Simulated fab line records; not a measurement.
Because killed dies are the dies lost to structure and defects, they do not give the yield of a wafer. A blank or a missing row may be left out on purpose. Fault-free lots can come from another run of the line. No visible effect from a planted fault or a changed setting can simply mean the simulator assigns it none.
fab line records -- flow n5_finfet
[record] lots = 14, wafers = 42, last_day = 18
route steps=1938 shown BEOL_M3@945
lots that met no fault: from a run of the same line without faults
start_h: the number of hours between the record's first day and the start of the first shown wafer of the lot -- wait_h: hours from the lot's prior step to this one -- " the same as in the row above -- L1.1+2: one row covering several wafers at once -- - either no value or no given start -- * or withheld: withheld -- < > ~ a bound
route shown NAME@n: NAME is a module with steps in the file, n the number in the route of the first one -- usual: the fault-free wafers' mean and standard deviation -- same: alike in all rows -- chamber/n: place in a boat -- sites: readings site by site -- _std_site: their standard deviation -- _edge_site: mean of outer sites minus mean of inner sites -- radius_mm: for every site, how far away it sits from the centre of the wafer -- mask NAME#n: copy n -- behind: the tool/chamber that last shaped the wafer -- hold: cause of the lot's hold/its duration in hours/its outcome -- device: the transistor (n, p or np) that didn't switch -- end of line: the tests these same wafers got at the end of their route -- a step without rows: its recipe alone -- killed: the dies lost at the first sort to structure and to defects; this is not the yield of the wafer -- map: a wafer's dies, x killed, . not, _ none there
set.NAME: the setting that was run; set.NAME@STEP: the one run at that earlier step -- model.NAME: the simulator's own value behind a step, which no gauge read
a sample of lots followed through the steps of the route, with each step as a table and each wafer as a row
services: a tool's chamber out of use, with start hour (start_h, from the record's first day; less than 0 if before it), hours out, and reason
[[steps]]
[step N5_BEOL_M3_OVL_MEAS_12]
[recipe] points_per_wafer = 522
[usual] M3_OVL = -0.3/0.68
[same] points_per_wafer = 522
lot.wafer,tool,chamber,start_h,wait_h,M3_OVL[nm]
L328.1,overlay-01,0,143.91,0.0,0.2
L328.3,overlay-01,0,143.91,0.0,0.5
L328.5,overlay-01,0,143.91,0.0,0.6
L331.2,overlay-01,0,165.29,0.0,-1.6
L331.3,overlay-01,0,165.29,0.0,-0.5
L331.6,overlay-01,0,165.29,0.0,-1.3
L332.1,overlay-01,0,169.21,0.0,0.4
L332.2,overlay-01,0,169.21,0.0,-0.8
L332.5,overlay-01,0,169.21,0.0,0.5
L333.1,overlay-02,0,180.34,0.0,0.3
L333.4,overlay-02,0,180.34,0.0,0.8
L333.5,overlay-02,0,180.34,0.0,-0.3
L334.3,overlay-02,0,191.66,0.0,-1.6
L334.4,overlay-02,0,191.66,0.0,-0.9
L334.6,overlay-02,0,191.66,0.0,-0.9
L335.1,overlay-02,0,192.29,0.0,-0.1
L335.2,overlay-02,0,192.29,0.0,-0.2
L335.4,overlay-02,0,192.29,0.0,-0.3
L342.2,overlay-01,0,249.88,0.0,0.2
L342.4,overlay-01,0,249.88,0.0,0.2
L342.5,overlay-01,0,249.88,0.0,0.0
L343.1,overlay-01,0,251.21,0.0,-0.6
L343.3,overlay-01,0,251.21,0.0,-1.5
L343.5,overlay-01,0,251.21,0.0,-0.6
L344.3,overlay-01,0,252.51,0.0,-1.0
L344.5,overlay-01,0,252.51,0.0,-0.1
L344.6,overlay-01,0,252.51,0.0,-0.7
L346.2,overlay-02,0,259.63,0.0,-0.8
L346.4,overlay-02,0,259.63,0.0,-0.8
L346.6,overlay-02,0,259.63,0.0,-1.0
L345.1,overlay-01,0,259.82,0.0,-0.7
L345.2,overlay-01,0,259.82,0.0,-0.6
L345.3,overlay-01,0,259.82,0.0,-0.5
L348.1,overlay-01,0,271.35,0.0,-0.7
L348.3,overlay-01,0,271.35,0.0,0.5
L348.6,overlay-01,0,271.35,0.0,-0.3
L350.1,overlay-02,0,290.48,0.0,-0.4
L350.3,overlay-02,0,290.48,0.0,-1.2
L350.6,overlay-02,0,290.48,0.0,-0.2
L349.1,overlay-02,0,300.16,0.0,-0.7
L349.4,overlay-02,0,300.16,0.0,0.7
L349.5,overlay-02,0,300.16,0.0,-0.9
[step N5_BEOL_M3_ETCH_63]
[recipe] chemistry = CF4, target = SiARC, target_depth_a = 156, mask_material = CAR-EUV, time_s = 26, ion_energy_ev = 80, pressure_mtorr = 40, source_w = 545, bias_w = 36, Ar_flow_sccm = 100, cf4_flow_sccm = 100, ends = cleared
[usual] bias_w = 36.03/0.1, drypump_motor_current_A = 5.7/0.56, etch_rf_on_time_s = 26.1/0.62, oes_product_au = 0.66/0.072, rf_vpp_V = 184.1/1.2, showerhead_plenum_p_Torr = 2.14/0.06, throttle_valve_pct = 15.60/0.27
lot.wafer,tool,chamber,start_h,wait_h,bias_w,drypump_motor_current_A,etch_rf_on_time_s,oes_product_au,rf_hours_counter_h,rf_vpp_V,showerhead_plenum_p_Torr,throttle_valve_pct
L328.1,rie_diel-01,3,144.06,0.0,36.04,5.9,27.0,0.63,177,183.8,2.05,15.67
L328.3,rie_diel-01,1,144.06,0.0,35.91,4.8,26.2,0.61,185,184.9,2.21,15.61
L328.5,rie_diel-01,0,144.06,0.0,36.05,5.2,25.1,0.67,-,183.2,2.15,15.88
L331.2,rie_diel-03,0,165.43,0.0,36.11,6.5,27.0,0.56,245,183.8,2.18,15.52
L331.3,rie_diel-03,1,165.43,0.0,36.03,5.7,26.9,0.78,16,184.3,2.18,15.30
L331.6,rie_diel-03,2,165.43,0.0,35.98,6.6,26.3,0.57,-,183.4,2.12,15.92
L332.1,rie_diel-01,3,169.37,0.0,36.30,5.9,27.3,0.63,187,181.0,2.04,15.71
L332.2,rie_diel-01,1,169.37,0.0,36.00,4.8,26.3,0.60,194,184.1,2.21,15.63
L332.5,rie_diel-01,3,169.37,0.0,36.10,5.9,27.4,0.62,-,183.7,2.04,15.69
L333.1,rie_diel-01,2,180.49,0.0,35.92,6.0,24.5,0.70,88,184.3,2.18,15.68
L333.4,rie_diel-01,1,180.49,0.0,36.10,4.8,26.1,0.60,197,183.5,2.21,15.63
L333.5,rie_diel-01,3,180.49,0.0,36.03,5.9,27.2,0.62,-,184.2,2.04,15.69
L334.3,rie_diel-06,2,191.93,0.0,36.02,5.0,25.7,0.77,35,183.6,2.09,15.08
L334.4,rie_diel-06,0,191.93,0.0,36.05,6.2,26.4,0.64,174,183.7,2.05,15.82
L334.6,rie_diel-06,1,191.93,0.0,35.85,5.0,25.9,0.62,-,183.4,2.12,15.70
L335.1,rie_diel-03,2,192.43,0.0,35.88,6.6,26.6,0.58,242,183.1,2.12,15.93
L335.2,rie_diel-03,1,192.43,0.0,35.93,5.7,26.6,0.77,26,183.9,2.18,15.29
L335.4,rie_diel-03,3,192.43,0.0,36.26,5.4,25.6,0.60,-,186.0,2.20,15.85
L342.2,rie_diel-01,3,250.01,0.0,35.95,5.9,27.3,0.61,210,181.7,2.04,15.74
L342.4,rie_diel-01,3,250.01,0.0,35.94,5.9,27.3,0.60,-,182.1,2.04,15.74
L342.5,rie_diel-01,2,250.01,0.0,35.99,6.0,25.5,0.68,-,183.5,2.17,15.71
L343.1,rie_diel-06,2,251.35,0.0,36.04,5.0,26.1,0.73,53,181.0,2.09,15.11
L343.3,rie_diel-06,3,251.35,0.0,36.15,5.8,26.2,0.66,124,186.6,2.23,15.59
L343.5,rie_diel-06,3,251.35,0.0,36.09,5.8,26.6,0.66,-,183.6,2.23,15.60
L344.3,rie_diel-06,2,252.64,0.0,35.99,5.0,26.0,0.74,53,184.7,2.09,15.11
L344.5,rie_diel-06,1,252.64,0.0,36.02,5.0,26.4,0.61,-,183.7,2.11,15.74
L344.6,rie_diel-06,2,252.64,0.0,35.89,4.9,26.1,0.74,-,183.4,2.09,15.10
L346.2,rie_diel-06,0,260.05,0.0,36.16,6.2,27.0,0.62,189,184.3,2.04,15.85
L346.4,rie_diel-06,3,260.05,0.0,36.13,5.8,26.3,0.66,126,185.7,2.23,15.59
L346.6,rie_diel-06,0,260.05,0.0,36.02,6.3,26.9,0.63,-,182.7,2.04,15.86
L345.1,rie_diel-01,0,260.31,0.0,35.87,5.2,25.0,0.65,171,183.3,2.14,15.97
L345.2,rie_diel-01,1,260.31,0.0,35.91,4.8,26.1,0.59,219,186.1,2.20,15.67
L345.3,rie_diel-01,2,260.31,0.0,36.08,6.0,25.2,0.67,112,184.6,2.17,15.71
L348.1,rie_diel-03,3,271.49,0.0,35.93,5.4,25.9,0.58,240,186.2,2.19,15.89
L348.3,rie_diel-03,1,271.49,0.0,35.90,5.6,26.8,0.73,52,183.5,2.17,15.35
L348.6,rie_diel-03,1,271.49,0.0,35.85,5.7,27.0,0.72,-,185.2,2.17,15.36
L350.1,rie_diel-01,3,290.63,0.0,36.00,5.9,27.1,0.61,220,182.4,2.03,15.76
L350.3,rie_diel-01,0,290.63,0.0,36.02,5.2,25.0,0.65,177,184.6,2.14,15.96
L350.6,rie_diel-01,3,290.63,0.0,36.01,5.9,26.9,0.60,-,184.2,2.03,15.78
L349.1,rie_diel-03,1,300.30,0.0,36.09,5.7,26.8,0.72,60,186.0,2.17,15.38
L349.4,rie_diel-03,3,300.30,0.0,36.02,5.4,25.8,0.58,248,185.3,2.19,15.91
L349.5,rie_diel-03,0,300.30,0.0,36.04,6.5,26.0,0.78,-,184.8,2.17,15.15
[step N5_BEOL_M3_PEB_26]
[recipe] peb_temp_c = 100, peb_time_s = 60, resist = CAR-EUV
[usual] chill_plate_temp_C = 22.99/0.11, exhaust_pa = 45.2/0.84, heater_power_total_W = 154.0/1
lot.wafer,tool,chamber,start_h,wait_h,chill_plate_temp_C,exhaust_pa,heater_power_total_W
L328.1,litho_track-04,0,144.69,0.1,22.93,43.7,155.5
L328.3,litho_track-04,0,144.69,0.1,23.00,45.1,155.5
L328.5,litho_track-04,0,144.69,0.1,22.98,44.3,153.0
L331.2,litho_track-05,0,166.06,0.1,22.86,46.1,153.9
L331.3,litho_track-05,0,166.06,0.1,22.85,44.2,152.8
L331.6,litho_track-05,0,166.06,0.1,22.83,43.9,153.3
L332.1,litho_track-05,0,170.12,0.1,22.84,44.8,154.0
L332.2,litho_track-05,0,170.12,0.1,23.02,46.7,154.3
L332.5,litho_track-05,0,170.12,0.1,22.85,45.9,155.6
L333.1,litho_track-05,0,181.38,0.1,23.01,45.4,155.3
L333.4,litho_track-05,0,181.38,0.1,23.01,45.1,153.7
L333.5,litho_track-05,0,181.38,0.1,22.89,45.1,155.6
L334.3,litho_track-04,-,192.68,0.1,-,-,-
L334.4,litho_track-04,-,192.68,0.1,-,-,-
L334.6,litho_track-04,-,192.68,0.1,-,-,-
L335.1,litho_track-05,-,193.06,0.1,-,-,-
L335.2,litho_track-05,-,193.06,0.1,-,-,-
L335.4,litho_track-05,-,193.06,0.1,-,-,-
L342.2,litho_track-01,0,250.70,0.1,22.82,45.2,153.7
L342.4,litho_track-01,0,250.70,0.1,22.90,45.0,155.5
L342.5,litho_track-01,0,250.70,0.1,22.91,45.3,152.6
L343.1,litho_track-05,0,251.98,0.1,22.95,44.2,153.6
L343.3,litho_track-05,0,251.98,0.1,23.09,45.0,155.0
L343.5,litho_track-05,0,251.98,0.1,23.02,45.8,152.8
L344.3,litho_track-04,0,253.27,0.1,23.07,45.2,153.0
L344.5,litho_track-04,0,253.27,0.1,23.04,45.8,153.5
L344.6,litho_track-04,0,253.27,0.1,23.10,43.6,153.1
L346.2,litho_track-04,0,260.79,0.1,23.13,46.3,152.4
L346.4,litho_track-04,0,260.79,0.1,23.08,45.6,152.3
L346.6,litho_track-04,0,260.79,0.1,23.00,46.0,152.6
L345.1,litho_track-01,0,260.97,0.1,22.88,44.4,152.3
L345.2,litho_track-01,0,260.97,0.1,23.03,44.2,152.7
L345.3,litho_track-01,0,260.97,0.1,22.71,44.2,154.0
L348.1,litho_track-05,0,272.12,0.1,22.92,45.5,153.6
L348.3,litho_track-05,0,272.12,0.1,22.94,43.7,155.0
L348.6,litho_track-05,0,272.12,0.1,23.11,44.6,153.5
L350.1,litho_track-05,0,291.34,0.1,22.99,45.9,152.9
L350.3,litho_track-05,0,291.34,0.1,23.12,45.5,153.5
L350.6,litho_track-05,0,291.34,0.1,22.87,45.7,155.7
L349.1,litho_track-05,0,301.06,0.1,22.90,45.9,155.3
L349.4,litho_track-05,0,301.06,0.1,22.90,44.4,155.5
L349.5,litho_track-05,0,301.06,0.1,22.99,46.1,154.1
[step N5_BEOL_M3_ETCH_69]
[recipe] chemistry = CF4, target = SiARC, target_depth_a = 156, mask_material = CAR-EUV, time_s = 26, ion_energy_ev = 80, pressure_mtorr = 40, source_w = 545, bias_w = 36, Ar_flow_sccm = 100, cf4_flow_sccm = 100, ends = cleared
[usual] bias_w = 36.00/0.12, drypump_motor_current_A = 5.7/0.54, etch_rf_on_time_s = 26.1/0.64, oes_product_au = 0.67/0.073, rf_vpp_V = 184.1/1.1, showerhead_plenum_p_Torr = 2.14/0.061, throttle_valve_pct = 15.60/0.27
lot.wafer,tool,chamber,start_h,wait_h,bias_w,drypump_motor_current_A,etch_rf_on_time_s,oes_product_au,rf_hours_counter_h,rf_vpp_V,showerhead_plenum_p_Torr,throttle_valve_pct
L328.1,rie_diel-03,3,144.94,0.0,36.02,5.4,25.4,0.62,196,183.9,2.21,15.80
L328.3,rie_diel-03,2,144.94,0.0,35.89,6.6,26.1,0.59,227,183.6,2.12,15.90
L328.5,rie_diel-03,3,144.94,0.0,35.90,5.4,25.6,0.61,-,185.7,2.21,15.80
L331.2,rie_diel-06,0,166.61,0.0,36.11,6.2,26.4,0.65,166,182.7,2.05,15.79
L331.3,rie_diel-06,2,166.61,0.0,36.16,5.0,26.0,0.78,28,183.2,2.09,15.08
L331.6,rie_diel-06,1,166.61,0.0,36.11,5.1,26.1,0.63,-,183.4,2.12,15.70
L332.1,rie_diel-01,0,170.37,0.0,35.98,5.2,25.1,0.66,150,184.6,2.15,15.91
L332.2,rie_diel-01,3,170.37,0.0,35.97,5.9,27.0,0.63,187,182.8,2.04,15.69
L332.5,rie_diel-01,2,170.37,0.0,36.05,6.0,24.8,0.70,-,184.6,2.18,15.68
L333.1,rie_diel-03,3,181.62,0.0,36.16,5.4,25.7,0.61,209,185.3,2.20,15.83
L333.4,rie_diel-03,1,181.62,0.0,35.98,5.7,26.8,0.77,-,184.3,2.18,15.31
L333.5,rie_diel-03,2,181.62,0.0,36.15,6.6,26.5,0.58,-,184.1,2.12,15.94
L334.3,rie_diel-03,2,192.92,0.0,36.02,6.6,26.1,0.58,242,182.8,2.12,15.94
L334.4,rie_diel-03,3,192.92,0.0,36.12,5.4,25.3,0.60,-,185.1,2.20,15.82
L334.6,rie_diel-03,1,192.92,0.0,35.98,5.7,26.1,0.77,-,185.8,2.18,15.32
L335.1,rie_diel-06,3,193.30,0.0,35.97,5.7,26.0,0.68,107,185.9,2.24,15.55
L335.2,rie_diel-06,0,193.30,0.0,35.95,6.2,26.6,0.65,174,183.0,2.05,15.81
L335.4,rie_diel-06,2,193.30,0.0,36.08,5.0,25.9,0.76,35,184.3,2.09,15.10
L342.2,rie_diel-06,0,250.94,0.0,36.02,6.2,26.7,0.63,187,182.4,2.04,15.84
L342.4,rie_diel-06,1,250.94,0.0,35.94,5.0,26.1,0.60,234,183.9,2.11,15.72
L342.5,rie_diel-06,3,250.94,0.0,35.98,5.7,26.2,0.66,-,186.1,2.23,15.58
L343.1,rie_diel-03,2,252.22,0.0,35.98,6.6,25.4,0.81,4,183.2,2.11,15.47
L343.3,rie_diel-03,0,252.22,0.0,36.02,6.5,25.9,0.80,17,184.9,2.18,15.10
L343.5,rie_diel-03,0,252.22,0.0,35.90,6.5,26.0,0.80,-,184.3,2.18,15.12
L344.3,rie_diel-03,3,253.51,0.0,36.05,5.4,25.8,0.59,235,183.7,2.19,15.90
L344.5,rie_diel-03,1,253.51,0.0,35.94,5.7,26.8,0.73,-,184.4,2.17,15.34
L344.6,rie_diel-03,0,253.51,0.0,36.14,6.5,25.8,0.80,-,184.6,2.18,15.11
L346.2,rie_diel-03,3,261.03,0.0,36.01,5.4,25.6,0.58,237,185.6,2.19,15.88
L346.4,rie_diel-03,0,261.03,0.0,36.18,6.5,25.4,0.80,19,185.2,2.18,15.11
L346.6,rie_diel-03,2,261.03,0.0,36.15,6.6,24.9,0.81,-,184.9,2.11,15.48
L345.1,rie_diel-03,1,261.21,0.0,35.94,5.7,26.9,0.73,49,184.3,2.17,15.36
L345.2,rie_diel-03,3,261.21,0.0,36.14,5.4,25.8,0.58,237,184.0,2.19,15.89
L345.3,rie_diel-03,2,261.21,0.0,35.99,6.6,25.5,0.79,7,183.9,2.11,15.45
L348.1,rie_diel-01,3,272.37,0.0,35.95,5.9,26.8,0.61,217,182.4,2.03,15.77
L348.3,rie_diel-01,0,272.37,0.0,35.88,5.2,24.9,0.65,174,184.1,2.14,15.96
L348.6,rie_diel-01,3,272.37,0.0,35.80,5.9,26.8,0.61,-,182.4,2.03,15.76
L350.1,rie_diel-06,2,291.58,0.0,35.80,5.0,26.0,0.73,64,184.0,2.08,15.14
L350.3,rie_diel-06,3,291.58,0.0,35.84,5.7,26.1,0.65,134,185.0,2.23,15.61
L350.6,rie_diel-06,0,291.58,0.0,36.04,6.2,26.8,0.63,-,181.9,2.04,15.86
L349.1,rie_diel-01,3,301.30,0.0,36.10,5.9,27.3,0.59,223,182.3,2.03,15.77
L349.4,rie_diel-01,2,301.30,0.0,35.98,6.0,25.5,0.66,122,184.8,2.17,15.74
L349.5,rie_diel-01,3,301.30,0.0,35.87,5.9,27.3,0.60,-,181.7,2.03,15.76
[[services]]
tool,chamber,start_h,hours,kind
litho_track-05,-,120.15,-,consumable_replace:filter
rie_diel-03,-,123.78,2.8,pm
rie_diel-06,0,160.21,2.8,repair
rie_diel-03,0,178.59,-,clean
rie_diel-03,0,178.59,-,consumable_replace:focus_ring
rie_diel-03,0,178.59,26.3,scheduled_down
rie_diel-03,0,178.59,26.3,vent_cycle
rie_diel-06,0,213.00,3.4,repair
rie_diel-03,2,217.30,-,clean
rie_diel-03,2,217.30,-,consumable_replace:focus_ring
rie_diel-03,2,217.30,20.1,scheduled_down
rie_diel-03,2,217.30,20.1,vent_cycle
rie_diel-01,1,226.18,3.6,repair
rie_diel-01,0,241.59,12.8,repair
rie_diel-03,2,266.47,4.2,repair
rie_diel-06,1,290.13,8.6,repair
rie_diel-01,-,294.76,1.2,repair
[[key]]
[first_sign] step = N5_BEOL_M3_PEB_26, reading = tool_record, direction = missing
effect none on later readings
met_at N5_BEOL_M3_PEB_26
struck_lots L334,L335
later_rows_left_out L334.3,L334.4,L334.6,L335.1,L335.2,L335.4
sort_left_out L334.3,L334.4,L334.6,L335.1,L335.2,L335.4
not_acting_at N5_BEOL_M3_OVL_MEAS_12,N5_BEOL_M3_ETCH_63,N5_BEOL_M3_ETCH_69
onset_between 181.38 192.68
[fault] kind = skipped_step_whole, tool = litho_track-04,litho_track-05, chamber = -, onset_h = 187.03, steps = N5_BEOL_M3_PEB_26, scope = struck_lots_only
// sort_left_out: the simulated sort isn't trusted on such a fault, so these wafers' sort isn't shown, and their yield isn't known
// later_rows_left_out: the simulator's readings of these wafers behind a module that went badly wrong aren't trusted and aren't shown, but for the sort
